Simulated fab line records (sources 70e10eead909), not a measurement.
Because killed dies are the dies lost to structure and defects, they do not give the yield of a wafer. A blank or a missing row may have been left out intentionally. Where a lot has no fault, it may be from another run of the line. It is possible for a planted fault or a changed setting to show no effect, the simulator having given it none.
2 desks, one fault	flow nand-harc	each desk has only its own numbers; what lay behind them comes last

## THE DEFECT DESK
Per lot, the means of the sampled wafers with a number show what the inspections along the route counted. The brackets show how far a lot's mean lies from the usual mean; more than 4 standard deviations puts the lot out of limits, marked OUT.
Columns: A = raw-defect-count at NHARC_P_BONDPAD_INSPECT_23, usual 351
lot	first seen here	A
L635	day 6 17:21	287
L637	day 6 23:46	389
L636	day 7 00:09	442
L640	day 7 09:06	358
L642	day 8 09:52	207
L648	day 9 14:35	300
L649	day 9 14:53	419
L646	day 10 03:49	577
L650	day 10 10:44	490
L651	day 10 15:18	432
L653	day 11 09:07	290
L655	day 11 13:19	344
L656	day 12 03:34	285
L657	day 12 09:04	271
Result from this desk: across the 14 lots, nothing is out of limits.

## THE METROLOGY DESK
What the gauges read, lot by lot, whatever tool the lot ran on: means of the sampled wafers that have a number. The brackets show how far a lot's mean lies from the usual mean; more than 4 standard deviations puts the lot out of limits, marked OUT.
Columns: A = thk-nm at NHARC_A_SOURCE_PLATE_THK_MEAS_06, usual 200.6 nm; B = thk-nm at NHARC_A_ONON_D1_THK_MEAS_11, usual 999 nm
lot	first seen here	A	B
L635	day 7 17:43	200.5	992
L636	day 8 02:01	201.5	1004
L637	day 8 02:01	199.8	1000
L640	day 8 05:39	200.7	985
L642	day 9 09:27	201.2	1003
L648	day 10 14:21	202.0	1051 (+6.6) OUT
L649	day 10 14:21	198.8	991
L646	day 11 03:37	202.0	1041 (+5.4) OUT
L650	day 11 10:14	200.3	1004
L651	day 11 14:16	200.2	997
L653	day 12 08:16	200.3	1006
L655	day 12 12:21	197.1	1006
L656	day 13 03:01	199.5	984
L657	day 13 12:56	201.2	1000
This desk's finding: out of limits on L646, L648; first on L648, day 10 16:41 (thk-nm at NHARC_A_ONON_D1_THK_MEAS_11). Within limits: L635, L636, L637, L640, L642, L649, L650, L651, L653, L655, L656, L657.

## ALL TOGETHER
At day 10 16:41 the metrology desk could have sounded an alarm, on L646, L648.
The defect desk saw nothing out of limits.
The defect desk has L646, L648 on record, within its limits.
Every lot named ran NHARC_A_ONON_D1_DEP_09 on pecvd-onon-01.

## WHAT THE SIMULATOR PUT IN
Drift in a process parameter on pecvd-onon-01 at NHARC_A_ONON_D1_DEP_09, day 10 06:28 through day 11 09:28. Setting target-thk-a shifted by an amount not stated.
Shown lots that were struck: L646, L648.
Per desk, hours elapsed from the start of the fault to the first reading out of limits: for the metrology desk, 10.
